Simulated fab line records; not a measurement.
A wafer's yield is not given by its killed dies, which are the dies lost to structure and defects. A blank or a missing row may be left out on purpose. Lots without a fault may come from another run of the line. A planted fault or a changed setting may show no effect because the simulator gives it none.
A struck lot beside a sound one / flow n5-finfet / 15 steps out of a route of 1938
Sound: these wafers, L746.2, L746.4, L746.5. Struck: wafers L736.1, L736.3 (left out: L736.4, a lot-mate that was not struck); the cause follows at the end.
For every step that has rows: the tool of each side, followed by ch and its chambers, followed by its first start. Under that, the readings that differ: sound wafers / struck wafers / difference of the means / sigmas: that difference in standard deviations of wafers without a fault.
alike: words and numbers the same on both sides, and readings whose means are apart by under 2 such deviations; not compared: readings that were withheld, readings missing a value for some wafer, numbers with overlapping values and no deviation given by the record, and bounds like >300 which may hide the same value.
A row with sigmas, a row that says differs or no value, or rows on one side alone: a step with any of these is where the two part. Numbers that don't overlap but have no deviation are shown without sigmas and don't part them. A reading missing from all wafers of one side parts the sides only when that side holds two or more wafers.

first, 1 step without rows for these wafers: N5_MOL_CONTACT_COAG_DEVELOP_07 (develop time 30 s).
N5_MOL_CONTACT_COAG_CD_MEAS_08: target cd 28 nm.
  sound on cd-sem-03 ch 0, day 9 14:37; struck on cd-sem-02 ch 0, day 7 01:59
  alike: cd-nm
N5_MOL_CONTACT_COAG_OVL_MEAS_09:
  sound on overlay-01 ch 0, day 9 14:39; struck on overlay-02 ch 0, day 7 02:01
  alike: CA_OVL
N5_MOL_CONTACT_COAG_INSPECT_10: inspects for defects (brightfield).
  struck on defect-inspect-02, day 7 02:16; sound on defect-inspect-01, day 9 14:42
  alike: raw-defect-count
N5_MOL_CONTACT_COAG_DESCUM_13: chemistry O2, time 7 s.
  sound on rie-diel-03 ch 1,3, day 9 14:44; struck on rie-diel-03 ch 1,2, day 7 02:26
  alike: bias-power-w, chamber-pressure-mTorr, drypump-motor-current-A, o2-flow-sccm, oes-product-au, rf-vpp-V, showerhead-plenum-p-Torr, throttle-valve-pct
  not compared: rf-hours-counter-h
N5_MOL_CONTACT_COAG_ETCH_59: etches underlayer in N2/H2, target depth 13 nm, time 10.4 s.
  sound on rie-diel-03 ch 1,3, day 9 14:46; struck on rie-diel-03 ch 1,2, day 7 02:28
  alike: chamber-pressure-mTorr, drypump-motor-current-A, etch-rf-on-time-s, oes-product-au, rf-vpp-V, showerhead-plenum-p-Torr, throttle-valve-pct
  not compared: rf-hours-counter-h
N5_MOL_CONTACT_COAG_ETCH_105: etches SiARC in CF4, target depth 15.6 nm, time 26 s.
  sound on rie-diel-03 ch 1,3, day 9 14:47; struck on rie-diel-03 ch 1,2, day 7 02:29
  alike: chamber-pressure-mTorr, drypump-motor-current-A, etch-rf-on-time-s, oes-product-au, rf-vpp-V, showerhead-plenum-p-Torr, throttle-valve-pct
  not compared: rf-hours-counter-h
N5_MOL_CONTACT_COAG_ETCH_106: etches SOC in N2/H2, target depth 80 nm, overetch 16 nm, time 120 s.
  sound on rie-diel-03 ch 1,3, day 9 14:49; struck on rie-diel-03 ch 1,2, day 7 02:31
  alike: chamber-pressure-mTorr, drypump-motor-current-A, oes-product-au, rf-vpp-V, showerhead-plenum-p-Torr, throttle-valve-pct
  not compared: rf-hours-counter-h
then, 4 steps without rows for these wafers: N5_MOL_CONTACT_COAG_STRIP_107 (strips in N2/H2); N5_MOL_CONTACT_COAG_STRIP_108 (strips in N2/H2); N5_MOL_CONTACT_COAG_CONTACT_ETCH_14 (etches SiO2 in C4F6/O2, target depth 27.5 nm, overetch 8.5 nm, time 20 s); N5_MOL_CONTACT_COAG_STRIP_109 (strips in C4F6/O2).
N5_MOL_CONTACT_COAG_ETCH_15: etches SiNx in CH3F/O2, stops on Si:P, target depth 7 nm.
  sound on rie-diel-03 ch 1,3, day 9 14:57; struck on rie-diel-03 ch 1,2, day 7 02:38
reading=model.SOC_of_MOL_CONTACT_COAG_COAT_103.thk-nm (nm); sound=75.2 75.2 75.2; struck=77 77; difference=+2; sigmas=
  alike: chamber-pressure-mTorr, drypump-motor-current-A, oes_f_703_au, oes-product-au, rf-vpp-V, showerhead-plenum-p-Torr, throttle-valve-pct
  not compared: rf-hours-counter-h
N5_MOL_CONTACT_COAG_ETCH_110: etches Si in CF4/O2, target depth 2.5 nm, time 8 s.
  sound on rie-diel-03 ch 1,3, day 9 15:01; struck on rie-diel-03 ch 1,2, day 7 02:42
reading=oes-product-au (a.u.); sound=0.82 0.96 0.96; struck=0.42 0.44; difference=-0.48; sigmas=-6
reading=model.SOC_of_MOL_CONTACT_COAG_COAT_103.thk-nm (nm); sound=73.6 73.6 73.8; struck=75.4 75.4; difference=+1.7; sigmas=
  alike: chamber-pressure-mTorr, drypump-motor-current-A, oes_f_703_au, rf-vpp-V, showerhead-plenum-p-Torr, throttle-valve-pct
  not compared: rf-hours-counter-h
N5_MOL_CONTACT_COAG_STRIP_98: strips in N2/H2.
  sound on rie-diel-03 ch 1,3, day 9 15:04; struck on rie-diel-03 ch 1,2, day 7 02:45
  alike: bias-power-w, chamber-pressure-mTorr, drypump-motor-current-A, oes-product-au, rf-vpp-V, showerhead-plenum-p-Torr, throttle-valve-pct
  not compared: rf-hours-counter-h

WHERE THEY PART
N5_MOL_CONTACT_COAG_ETCH_110 only, going by this record. Later steps at which nothing parts them and some readings are alike: N5_MOL_CONTACT_COAG_STRIP_98.

WHY: the cause the simulator had injected
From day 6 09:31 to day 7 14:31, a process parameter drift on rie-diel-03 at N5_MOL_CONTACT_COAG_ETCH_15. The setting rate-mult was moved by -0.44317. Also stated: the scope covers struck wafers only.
